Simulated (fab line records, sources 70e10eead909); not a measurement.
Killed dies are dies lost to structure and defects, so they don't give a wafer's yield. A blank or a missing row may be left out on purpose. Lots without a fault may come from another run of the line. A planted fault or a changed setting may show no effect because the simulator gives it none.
Chamber matching | flow nand_harc | NHARC_A_M1_STRIP_18 on rie_diel-13: 4 sister chambers
The step strips in N2/H2. 4 wafers are shown with their chamber, then 9 later ones without.

WAFERS WITH THEIR CHAMBER
wafer  | chamber | drypump_motor_current_A (A)
L080.5 | 0       | 5.3
L087.5 | 1       | 5.9
L091.4 | 3       | 5.5
L091.5 | 2       | 5.2

WAFERS WITHOUT THEIR CHAMBER
wafer  | drypump_motor_current_A (A)
L090.1 | 5.3
L090.4 | 5.6
L090.5 | 5.2
L093.1 | 5.6
L093.3 | 6.0
L093.5 | 5.2
L092.3 | 5.3
L092.5 | 5.3
L092.6 | 5.6

WHICH CHAMBER EACH WENT THROUGH
wafer  | from the rows above     | in truth
L090.1 | can't be placed: 0 or 2 | 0
L090.4 | 3                       | 3
L090.5 | can't be placed: 2 or 0 | 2
L093.1 | 3                       | 3
L093.3 | 1                       | 1
L093.5 | can't be placed: 2 or 0 | 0
L092.3 | can't be placed: 0 or 2 | 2
L092.5 | can't be placed: 0 or 2 | 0
L092.6 | 3                       | 3
Placed correctly: 4 of 9. Can't be placed from these rows: 5 (the true chamber is among the candidates in 5). Placed wrongly: 0.
How it was worked out, from the rows above alone: a wafer's distance from a chamber is the root of the sum, over the readings, of the square of ((its reading less the chamber's mean) divided by the reading's scatter). The wafer belongs to the nearest chamber; if the next one is less than 2 further off, it can't be placed. A chamber's mean is the mean of its shown wafers. The scatter: with one shown wafer a chamber, the root of the mean of the squares of how far each hidden wafer lies from its nearest shown one.
